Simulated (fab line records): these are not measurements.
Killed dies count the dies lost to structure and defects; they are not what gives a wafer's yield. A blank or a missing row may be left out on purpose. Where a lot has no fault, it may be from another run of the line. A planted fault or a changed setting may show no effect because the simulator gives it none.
fab line records    flow n5_finfet
record: lots: 7  wafers: 21
route steps=1938 shown ZERO_LAYER@10 WELL_APT@21 FIN_SAQP@94 DUMMY_GATE@215 SD_EPI_P@312 SD_ACTIVATION@330 SDB@347
start_h: start of the lot's first displayed wafer, in hours after the record's first day    wait_h: hours elapsed since this lot's preceding step    " repeats the value in the row above    L1.1+2: one row covering several wafers at once    - either no value or no given start    * or withheld: withheld    < > ~ a bound
route shown NAME@n: a module of which the file shows steps, and the number in the route of the first    usual: average and standard deviation across the fault-free wafers    same: alike in all rows    chamber/n: place in a boat    sites: readings site by site    _std_site: standard deviation across them    _edge_site: inner sites' mean taken away from outer sites' mean    radius_mm: for every site, how far away it sits from the centre of the wafer    mask NAME#n: copy n    behind: the last tool/chamber to shape the wafer    hold: reason for holding the lot/hours on hold/outcome of the hold    device: names the non-switching transistor (n, p or np)    end of line: the tests these same wafers got at the end of their route    a step given without rows: its recipe and nothing more    killed: dies that structure and defects cost at the first sort, which is not the same as the wafer's yield    map: a wafer's dies, marking killed ones x, the rest . and places with no die _
set.NAME: the setting that was run; set.NAME@STEP: the one run at that earlier step    model.NAME: the simulator's own value behind a step, which no gauge read
one table per step and one row per wafer, for lots whose settings were changed on purpose
== steps ==
step: N5_ZERO_LAYER_PEB_09
recipe: peb_temp_c: withheld  peb_time_s: *
lot.wafer   tool            chamber  start_h  wait_h  set.peb_time_s
L075.1+2    litho_track-04  0        18.54    0.1     *
L075.5      "               0        "        "       *
L076.3+4    litho_track-04  0        24.65    0.0     *
L076.6      "               0        "        "       *
L082.1      litho_track-04  0        60.66    0.1     *
L082.4+6    "               0        "        "       *
L084.1      litho_track-03  0        72.65    0.1     *
L084.3+4    "               0        "        "       *
L086.2      litho_track-02  0        84.65    0.0     *
L086.3+6    "               0        "        "       *
L091.3+6    litho_track-03  0        114.55   0.0     *
L091.4      "               0        "        "       *
L096.1+4+5  litho_track-04  0        144.52   0.1     *
step: N5_ZERO_LAYER_DEVELOP_10
recipe: develop_time_s: 60  rinse_liquid: diw  dry: air_spin  dev_temp_c: 21
step: N5_ZERO_LAYER_HARDBAKE_23
recipe: temp_c: 130  time_s: 120
step: N5_ZERO_LAYER_CD_MEAS_11
recipe: target_cd_nm: 2000  landing_energy_ev: 500  detector: se_inlens
usual: cd_nm: 2000.7/2.2
lot.wafer  tool       chamber  start_h  wait_h  set.peb_time_s@ZERO_LAYER_PEB_09  cd_nm
L075.1     cd_sem-02  0        18.66    -       *                                 2000.9
L075.2     "          0        "        "       *                                 2002.7
L075.5     "          0        "        "       *                                 1993.8
L076.3     cd_sem-03  0        24.77    -       *                                 1998.5
L076.4     "          0        "        "       *                                 2004.3
L076.6     "          0        "        "       *                                 1992.3
L082.1     cd_sem-02  0        60.78    -       *                                 1997.2
L082.4     "          0        "        "       *                                 2001.6
L082.6     "          0        "        "       *                                 2002.9
L084.1     cd_sem-02  0        72.77    -       *                                 2001.3
L084.3     "          0        "        "       *                                 2003.4
L084.4     "          0        "        "       *                                 2004.1
L086.2     cd_sem-03  0        84.77    -       *                                 2005.8
L086.3     "          0        "        "       *                                 1999.9
L086.6     "          0        "        "       *                                 2001.0
L091.3     cd_sem-02  0        114.67   -       *                                 1997.7
L091.4     "          0        "        "       *                                 1999.0
L091.6     "          0        "        "       *                                 1996.0
L096.1     cd_sem-02  0        144.64   -       *                                 1999.0
L096.4     "          0        "        "       *                                 1998.3
L096.5     "          0        "        "       *                                 1997.2
step: N5_WELL_APT_COAT_02
recipe: spin_rpm: 1357  resist_thk_nm: 950
lot.wafer  tool            chamber  start_h  wait_h  set.spin_rpm  model.coat_of_WELL_APT_COAT_02.thk_nm
L075.1     litho_track-01  0        -        -       1357          948.1
L075.2     "               0        "        "       1231          995.9
L075.5     "               0        "        "       1231          996.2
L076.3     litho_track-01  0        -        -       1288          971.4
L076.4     "               0        "        "       1357          943
L076.6     "               0        "        "       1288          967.1
L082.1     litho_track-05  0        -        -       1357          948.2
L082.4     "               0        "        "       1439          922.3
L082.6     "               0        "        "       1357          947.4
L084.1     litho_track-01  0        -        -       1357          951.9
L084.3     "               0        "        "       1357          950.6
L084.4     "               0        "        "       1357          954.7
L086.2     litho_track-03  0        -        -       1357          949.9
L086.3     "               0        "        "       1357          945.5
L086.6     "               0        "        "       1357          949.4
L091.3     litho_track-03  0        -        -       1414          933.1
L091.4     "               0        "        "       1357          951.4
L091.6     "               0        "        "       1357          951.3
L096.1     litho_track-05  0        -        -       1357          951.9
L096.4     "               0        "        "       1357          949.8
L096.5     "               0        "        "       1357          951.1
step: N5_FIN_SAQP_ALD_61
recipe: material: SiO2  target_thk_a: 40  temp_c: 300  ald_precursor_family: BDEAS  ald_co_reactant: O2-plasma  pulse_time_s: 1  purge_time_s: 2  co_reactant_purge_time_s: 2  ald_cycles: 43  pressure_torr: 2
lot.wafer  tool        chamber  start_h  wait_h  set.ald_cycles  model.SiO2_of_FIN_SAQP_ALD_61.thk_nm
L075.1+5   ald_sin-04  0,3      26.63    0.0     43              4.007
L075.2     "           3        "        "       43              4.003
L076.3     ald_sin-04  1        33.19    0.0     43              3.992
L076.4     "           0        "        "       43              4.012
L076.6     "           2        "        "       47              4.387
L082.1     ald_sin-01  1        68.71    0.1     43              4.014
L082.4     "           2        "        "       43              4.023
L082.6     "           1        "        "       40              3.746
L084.1     ald_sin-01  2        81.64    0.6     40              3.719
L084.3     "           3        "        "       40              3.731
L084.4     "           1        "        "       40              3.73
L086.2     ald_sin-01  0        96.00    2.5     43              4.007
L086.3     "           1        "        "       46              4.298
L086.6     "           2        "        "       46              4.283
L091.3     ald_sin-01  1        122.77   0.0     43              3.994
L091.4     "           3        "        "       43              4.002
L091.6     "           3        "        "       43              4.003
L096.1     ald_sin-04  1        152.47   0.0     43              4.024
L096.4     "           0        "        "       43              4.003
L096.5     "           0        "        "       43              3.997
step: N5_FIN_SAQP_COAT_49
recipe: resist: SOC  temp_c: 250  time_s: 60  spin_rpm: 1500  resist_thk_nm: 100
lot.wafer  tool            chamber  start_h  wait_h  set.spin_rpm  model.SOC_of_FIN_SAQP_COAT_49.thk_nm
L075.1     litho_track-05  0        27.53    0.1     1548          97.46
L075.2     "               0        "        "       1500          99.33
L075.5     "               0        "        "       1500          99.36
L076.3     litho_track-03  0        34.19    0.1     1600          96.6
L076.4     "               0        "        "       1500          99.55
L076.6     "               0        "        "       1500          99.77
L082.1     litho_track-04  0        69.61    0.1     1408          103.2
L082.4     "               0        "        "       1408          103.1
L082.6     "               0        "        "       1408          102.9
L084.1     litho_track-04  0        82.53    0.1     1563          97.54
L084.3     "               0        "        "       1500          99.82
L084.4     "               0        "        "       1563          97.56
L086.2+3   litho_track-05  0        96.90    0.1     1500          100.1
L086.6     "               0        "        "       1374          104.5
L091.3     litho_track-04  0        123.66   0.1     1500          99.87
L091.4     "               0        "        "       1500          99.93
L091.6     "               0        "        "       1581          97.3
L096.1     litho_track-04  0        153.30   0.1     1500          100.5
L096.4+5   "               0        "        "       1500          100.3
step: N5_FIN_SAQP_COAT_50
recipe: resist: SiARC  temp_c: 220  time_s: 60  spin_rpm: 1500  resist_thk_nm: 35
step: N5_FIN_SAQP_COAT_10
recipe: resist: CAR-ArF  spin_rpm: 1500  resist_thk_nm: 90
step: N5_FIN_SAQP_DESCUM_21
recipe: chemistry: O2  time_s: 7.9  source_power_w: 50  bias_power_w: 20  pressure_mtorr: 20  rf_frequency_hz: 2.712e+07  temp_c: 40  resist: CAR-ArF  o2_flow_sccm: 225
step: N5_FIN_SAQP_ETCH_51
recipe: chemistry: CF4  target: SiARC  target_depth_a: 455  mask_material: CAR-ArF  time_s: 75.8  ion_energy_ev: 80  pressure_mtorr: 40  source_w: 545  bias_w: 36  Ar_flow_sccm: 100  cf4_flow_sccm: 100  ends: cleared
step: N5_FIN_SAQP_ETCH_52
recipe: chemistry: N2/H2  target: SOC  target_depth_a: 1000  overetch_a: 200  mask_material: SiARC  temp_c: 40  time_s: 150  ion_energy_ev: 200  pressure_mtorr: 30  source_w: 840  bias_w: 150  n2_flow_sccm: 200  h2_flow_sccm: 200  ends: end_point
lot.wafer  tool         chamber  start_h  wait_h  set.spin_rpm@FIN_SAQP_COAT_49  model.etch.depth_nm
L075.1     rie_diel-05  1        28.41    0.0     1548                           97.46
L075.2     "            0        "        "       1500                           99.33
L075.5     "            2        "        "       1500                           99.36
L076.3     rie_diel-01  3        34.89    0.0     1600                           96.6
L076.4     "            0        "        "       1500                           99.55
L076.6     "            1        "        "       1500                           99.77
L082.1     rie_diel-05  2        70.29    0.0     1408                           103.2
L082.4     "            1        "        "       1408                           103.1
L082.6     "            2        "        "       1408                           102.9
L084.1     rie_diel-01  2        83.44    0.0     1563                           97.54
L084.3     "            1        "        "       1500                           99.82
L084.4     "            3        "        "       1563                           97.56
L086.2+3   rie_diel-05  0,3      97.51    0.0     1500                           100.1
L086.6     "            1        "        "       1374                           104.5
L091.3     rie_diel-05  1        124.22   0.0     1500                           99.87
L091.4     "            0        "        "       1500                           99.93
L091.6     "            0        "        "       1581                           97.3
L096.1     rie_diel-05  1        153.86   0.0     1500                           100.5
L096.4+5   "            3,1      "        "       1500                           100.3
step: N5_FIN_SAQP_STRIP_53
recipe: chemistry: N2/H2  temp_c: 40  n2_flow_sccm: 200  h2_flow_sccm: 200  rf_frequency_hz: 6e+07
step: N5_FIN_SAQP_HM_OPEN_73
recipe: chemistry: CHF3/O2  target: SiO2  stop_on: a-Si  target_depth_a: 120  over_etch_frac: 1.8  mask_material: SOC  time_s: 16.8  pressure_mtorr: 30  source_w: 650  bias_w: 170  Ar_flow_sccm: 200  CHF3_flow_sccm: 50  O2_flow_sccm: 5  ion_energy_ev: 200  ends: end_point
step: N5_FIN_SAQP_STRIP_74
recipe: chemistry: CHF3/O2  resist: SiARC  rf_frequency_hz: 6e+07
step: N5_FIN_SAQP_MANDREL_ETCH_22
recipe: target_depth_a: 600  chemistry: HBr/Cl2  target: a-Si  stop_on: SiNx  bt_time_s: 10  over_etch_frac: 0.5  time_s: 30  pressure_mtorr: 10  icp_w: 800  bias_w: 75  HBr_flow_sccm: 150  Cl2_flow_sccm: 80  ends: end_point
lot.wafer  tool       chamber  start_h  wait_h  set.spin_rpm@FIN_SAQP_COAT_49  model.SOC_of_FIN_SAQP_COAT_49.thk_nm
L075.1     rie_si-04  2        28.60    0.0     1548                           73.53
L075.2     "          3        "        "       1500                           76.17
L075.5     "          3        "        "       1500                           76.07
L076.3     rie_si-05  0        35.08    0.0     1600                           71.64
L076.4     "          2        "        "       1500                           76.13
L076.6     "          3        "        "       1500                           75.26
L082.1     rie_si-05  2        70.48    0.0     1408                           79.97
L082.4     "          1        "        "       1408                           79.07
L082.6     "          1        "        "       1408                           78.79
L084.1     rie_si-05  2        83.63    0.0     1563                           74.21
L084.3     "          0        "        "       1500                           75.17
L084.4     "          1        "        "       1563                           73.28
L086.2     rie_si-03  1        97.70    0.0     1500                           75.99
L086.3     "          0        "        "       1500                           76.69
L086.6     "          0        "        "       1374                           81.25
L091.3     rie_si-03  3        124.42   0.0     1500                           76.35
L091.4     "          0        "        "       1500                           76.72
L091.6     "          3        "        "       1581                           73.76
L096.1     rie_si-05  3        154.06   0.0     1500                           76.25
L096.4     "          2        "        "       1500                           76.81
L096.5     "          2        "        "       1500                           76.92
step: N5_DUMMY_GATE_CVD_03
recipe: material: a-Si  target_thk_a: 1500  temp_c: 530  precursor: SiH4  time_s: 8042
lot.wafer  tool      chamber  start_h  wait_h  set.temp_c  model.a-Si_of_DUMMY_GATE_CVD_03.thk_nm
L075.1     -         -        -        0.1     509.3       78.8
L075.2+5   "         -        "        "       509.3       80.6
L076.3     -         -        -        0.1     507.2       74.4
L076.4     "         -        "        "       507.2       74.6
L076.6     "         -        "        "       507.2       76.6
L082.1+6   -         -        -        0.1     530         147.8
L082.4     "         -        "        "       530         148
L084.1     -         -        -        0.1     540.8       201.8
L084.3     "         -        "        "       540.8       201.4
L084.4     "         -        "        "       540.8       201.6
L086.2     -         -        -        0.1     543.1       215.6
L086.3     "         -        "        "       543.1       216
L086.6     "         -        "        "       543.1       215.2
L091.3     -         -        -        0.1     543.7       219
L091.4     "         -        "        "       543.7       216
L091.6     "         -        "        "       543.7       217.8
L096.1     lpcvd-01  1/40     169.99   0.1     530         146.8
L096.4     "         1/54     "        "       530         148
L096.5     "         1/59     "        "       530         148.2
step: N5_DUMMY_GATE_COAT_28
recipe: resist: underlayer  temp_c: 205  time_s: 60  spin_rpm: 1500  resist_thk_nm: 10
lot.wafer   tool            chamber  start_h  wait_h  set.spin_rpm  model.underlayer_of_DUMMY_GATE_COAT_28.thk_nm
L075.1      litho_track-04  0        -        -       1500          10
L075.2+5    "               0        "        "       1454          10.2
L076.3+4+6  litho_track-04  0        -        -       1500          10
L082.1+6    litho_track-03  0        -        -       1500          10
L082.4      "               0        "        "       1569          9.8
L084.1      litho_track-03  0        -        -       1500          10
L084.3+4    "               0        "        "       1434          10.2
L086.2+3    litho_track-02  0        -        -       1371          10.4
L086.6      "               0        "        "       1500          10
L091.3+6    litho_track-02  0        -        -       1500          10
L091.4      "               0        "        "       1628          9.6
L096.1+4+5  litho_track-04  0        -        -       1500          10
step: N5_SD_EPI_P_ETCH_16
recipe: chemistry: CHF3/O2  target: SiO2  target_depth_a: 50  mask_material: SOC  pressure_mtorr: 30  source_w: 650  bias_w: 170  Ar_flow_sccm: 200  CHF3_flow_sccm: 50  O2_flow_sccm: 5  ion_energy_ev: 200
lot.wafer  tool         chamber  start_h  wait_h  set.target_depth_a  model.etch.depth_nm
L075.1     rie_diel-06  2        59.91    0.1     50                  4.987
L075.2     "            0        "        "       50                  4.981
L075.5     "            2        "        "       50                  4.976
L076.3     rie_diel-06  1        67.72    0.1     46.29               4.556
L076.4     "            2        "        "       50                  5.019
L076.6     "            2        "        "       50                  5.009
L082.1     rie_diel-04  1        103.35   0.1     50                  4.939
L082.4     "            1        "        "       50                  4.94
L082.6     "            3        "        "       50                  4.893
L084.1     rie_diel-06  2        114.94   0.1     50                  4.955
L084.3     "            0        "        "       50                  4.957
L084.4     "            2        "        "       50                  4.979
L086.2     rie_diel-02  0        129.48   0.1     50                  4.824
L086.3     "            3        "        "       54.51               5.425
L086.6     "            1        "        "       54.51               5.364
L091.3     rie_diel-02  3        157.05   0.1     50                  4.944
L091.4     "            0        "        "       48.05               4.853
L091.6     "            0        "        "       50                  5.057
L096.1     rie_diel-04  3        187.05   0.1     50                  4.964
L096.4     "            0        "        "       50                  5.125
L096.5     "            2        "        "       50                  5.141
step: N5_SD_EPI_P_EPI_21
recipe: material: SiGe:B  dopant: B  temp_c: 550  pressure_torr: 20  ambient: H2  time_s: 355
lot.wafer  tool          chamber  start_h  wait_h  set.epi_growth_time_s  model.SiGe-B_of_SD_EPI_P_EPI_21.thk_nm
L075.1     epi_rpcvd-03  0        60.64    0.1     355                    61
L075.2     "             0        "        "       368.5                  61.8
L075.5     "             0        62.08    1.5     355                    61.2
L076.3     epi_rpcvd-03  0        69.17    0.8     387.8                  64.8
L076.4     "             0        "        "       355                    60.8
L076.6     "             0        "        "       387.8                  64.4
L082.1     epi_rpcvd-01  0        104.09   0.1     355                    61.6
L082.4     "             0        105.17   1.1     355                    62.4
L082.6     "             0        "        "       376.7                  64
L084.1     epi_rpcvd-03  0        115.67   0.1     355                    60.6
L084.3     "             0        "        "       355                    59.6
L084.4     "             0        "        "       373.8                  62.6
L086.2+6   epi_rpcvd-03  0        130.57   0.5     382.2                  63.6
L086.3     "             0        "        "       382.2                  64
L091.3+4   epi_rpcvd-01  0        158.87   1.1     333.6                  59.8
L091.6     "             0        160.31   2.4     333.6                  59.2
L096.1     epi_rpcvd-01  0        187.90   0.2     355                    60.2
L096.4+5   "             0        189.34   1.5     355                    60.6
step: N5_SD_EPI_P_HM_STRIP_48
recipe: chemistry: H3PO4  temp_c: 160  material: SiNx  target: SiNx  target_depth_a: 30  overetch_fraction: 0.3
step: N5_SD_ACTIVATION_RTA_00
recipe: temp_c: 975  time_s: 0  ambient: N2  idle_temp_c: 600  ramp_up_c_per_s: 150  ramp_down_c_per_s: 60  cool_to_c: 600
step: N5_SD_ACTIVATION_LSA_01
recipe: temp_c: 1080  time_s: 0.0008  ambient: N2
step: N5_SD_ACTIVATION_RS_MEAS_03
recipe: thk_meas_gauge: four-point-probe
usual: RS_SD_N: 21.82/0.27  RS_SD_P: 56.2/0.88
lot.wafer  tool           chamber  start_h  wait_h  set.epi_growth_time_s@SD_EPI_P_EPI_21  RS_SD_N[ohm/sq]  RS_SD_P[ohm/sq]
L075.1     film_metro-02  -        63.50    0.2     355                                    21.81            56.4
L075.2     "              -        "        "       368.5                                  21.28            55.3
L075.5     "              -        "        "       355                                    22.12            56.0
L076.3     film_metro-02  -        71.29    0.2     387.8                                  22.09            53.5
L076.4     "              -        "        "       355                                    21.92            56.9
L076.6     "              -        "        "       387.8                                  21.88            54.0
L082.1     film_metro-02  -        106.89   0.2     355                                    21.64            56.0
L082.4     "              -        "        "       355                                    21.71            55.2
L082.6     "              -        "        "       376.7                                  21.60            54.0
L084.1     film_metro-01  -        118.51   0.2     355                                    21.61            55.9
L084.3     "              -        "        "       355                                    21.65            57.5
L084.4     "              -        "        "       373.8                                  21.28            53.9
L086.2     film_metro-01  -        133.09   0.2     382.2                                  22.01            54.6
L086.3     "              -        "        "       382.2                                  22.11            54.5
L086.6     "              -        "        "       382.2                                  21.97            55.1
L091.3     film_metro-02  -        161.47   0.2     333.6                                  22.32            57.4
L091.4     "              -        "        "       333.6                                  22.04            58.0
L091.6     "              -        "        "       333.6                                  21.64            57.8
L096.1     film_metro-01  -        191.42   0.2     355                                    22.27            58.0
L096.4     "              -        "        "       355                                    22.26            57.6
L096.5     "              -        "        "       355                                    21.84            57.6
step: N5_SDB_HM_DEP_00
recipe: material: SiNx  target_thk_a: 400  temp_c: 400  precursor: SiH4/NH3/N2  pressure_torr: 1.5  rf_w: 300  time_s: 35.3
lot.wafer  tool      chamber  start_h  wait_h  set.time_s  model.SiNx_of_SDB_HM_DEP_00.thk_nm
L075.1     pecvd-03  0        70.21    0.0     35.3        40.2
L075.2     "         2        "        "       35.3        39.8
L075.5     "         1        "        "       31.89       36.8
L076.3     pecvd-01  0        77.89    0.0     35.3        39.2
L076.4     "         2        "        "       35.3        39.6
L076.6     "         1        "        "       35.3        40.2
L082.1     pecvd-01  1        113.59   0.0     35.3        39.2
L082.4     "         0        "        "       32.56       36.6
L082.6     "         1        "        "       35.3        40.2
L084.1+4   pecvd-01  2        125.13   0.0     35.3        39.6
L084.3     "         0        "        "       40.23       45.8
L086.2     pecvd-02  1        139.69   0.0     35.3        40
L086.3     "         2        "        "       35.3        39.2
L086.6     "         0        "        "       35.3        39.4
L091.3     pecvd-03  0        168.83   0.0     35.3        39.6
L091.4     "         1        "        "       30.34       36.2
L091.6     "         2        "        "       35.3        41
L096.1     pecvd-02  2        198.07   0.0     35.3        39
L096.4     "         1        "        "       35.3        39.8
L096.5     "         2        "        "       35.3        39.6
== key ==
split: step: N5_ZERO_LAYER_PEB_09  setting: peb_time_s  stated: *  by: wafer
response: step: N5_ZERO_LAYER_CD_MEAS_11  reading: cd_nm  change: +0.359  per: 1%  r: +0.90
split: step: N5_WELL_APT_COAT_02  setting: spin_rpm  stated: 1357  by: wafer
response: step: N5_WELL_APT_COAT_02  reading: model.coat_of_WELL_APT_COAT_02.thk_nm  change: -4.87  per: 1%  r: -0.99
split: step: N5_FIN_SAQP_ALD_61  setting: ald_cycles  stated: 43  by: wafer
response: step: N5_FIN_SAQP_ALD_61  reading: model.SiO2_of_FIN_SAQP_ALD_61.thk_nm  change: +0.0406  per: 1%  r: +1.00
split: step: N5_FIN_SAQP_COAT_49  setting: spin_rpm  stated: 1500  by: wafer
response: step: N5_FIN_SAQP_COAT_49  reading: model.SOC_of_FIN_SAQP_COAT_49.thk_nm  change: -0.509  per: 1%  r: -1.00
response: step: N5_FIN_SAQP_ETCH_52  reading: model.etch.depth_nm  change: -0.509  per: 1%  r: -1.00
response: step: N5_FIN_SAQP_MANDREL_ETCH_22  reading: model.SOC_of_FIN_SAQP_COAT_49.thk_nm  change: -0.567  per: 1%  r: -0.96
split: step: N5_DUMMY_GATE_CVD_03  setting: temp_c  stated: 530  by: lot
response: step: N5_DUMMY_GATE_CVD_03  reading: model.a-Si_of_DUMMY_GATE_CVD_03.thk_nm  change: +20.6  per: 1%  r: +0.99
split: step: N5_DUMMY_GATE_COAT_28  setting: spin_rpm  stated: 1500  by: wafer
response: step: N5_DUMMY_GATE_COAT_28  reading: model.underlayer_of_DUMMY_GATE_COAT_28.thk_nm  change: -0.0471  per: 1%  r: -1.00
split: step: N5_SD_EPI_P_ETCH_16  setting: target_depth_a  stated: 50  by: wafer
response: step: N5_SD_EPI_P_ETCH_16  reading: model.etch.depth_nm  change: +0.0602  per: 1%  r: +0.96
split: step: N5_SD_EPI_P_EPI_21  setting: epi_growth_time_s  stated: 355  by: wafer
response: step: N5_SD_EPI_P_EPI_21  reading: model.SiGe-B_of_SD_EPI_P_EPI_21.thk_nm  change: +0.383  per: 1%  r: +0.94
response: step: N5_SD_ACTIVATION_RS_MEAS_03  reading: RS_SD_P  change: -0.344  per: 1%  r: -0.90
split: step: N5_SDB_HM_DEP_00  setting: time_s  stated: 35.3  by: wafer
response: step: N5_SDB_HM_DEP_00  reading: model.SiNx_of_SDB_HM_DEP_00.thk_nm  change: +0.365  per: 1%  r: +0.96
